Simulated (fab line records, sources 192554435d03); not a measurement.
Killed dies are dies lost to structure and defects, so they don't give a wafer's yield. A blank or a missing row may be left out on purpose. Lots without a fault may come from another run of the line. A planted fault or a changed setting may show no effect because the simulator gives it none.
Chamber matching | flow n5_finfet | N5_BEOL_M12_ETCH_67 on rie_diel-06: 4 sister chambers
The step etches SiARC in CF4, target depth 143 nm, time 238.3 s. 4 wafers are shown with their chamber, then 8 later ones without.

WAFERS WITH THEIR CHAMBER
wafer  | chamber | drypump_motor_current_A (A)
L085.6 | 3       | 5.8
L087.1 | 2       | 6.1
L087.2 | 0       | 5.7
L091.1 | 1       | 6.1

WAFERS WITHOUT THEIR CHAMBER
wafer  | drypump_motor_current_A (A)
L091.2 | 6.1
L091.6 | 6.1
L095.1 | 6.1
L095.3 | 5.8
L095.6 | 6.2
L094.2 | 5.8
L094.3 | 5.7
L094.5 | 5.7

WHICH CHAMBER EACH WENT THROUGH
wafer  | from the rows above     | in truth
L091.2 | can't be placed: 1 or 2 | 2
L091.6 | can't be placed: 1 or 2 | 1
L095.1 | can't be placed: 1 or 2 | 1
L095.3 | 3                       | 3
L095.6 | can't be placed: 1 or 2 | 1
L094.2 | 3                       | 3
L094.3 | 0                       | 0
L094.5 | 0                       | 0
Placed correctly: 4 of 8. Can't be placed from these rows: 4 (the true chamber is among the candidates in 4). Placed wrongly: 0.
How it was worked out, from the rows above alone: a wafer's distance from a chamber is the root of the sum, over the readings, of the square of ((its reading less the chamber's mean) divided by the reading's scatter). The wafer belongs to the nearest chamber; if the next one is less than 2 further off, it can't be placed. A chamber's mean is the mean of its shown wafers. The scatter: with one shown wafer a chamber, the root of the mean of the squares of how far each hidden wafer lies from its nearest shown one.
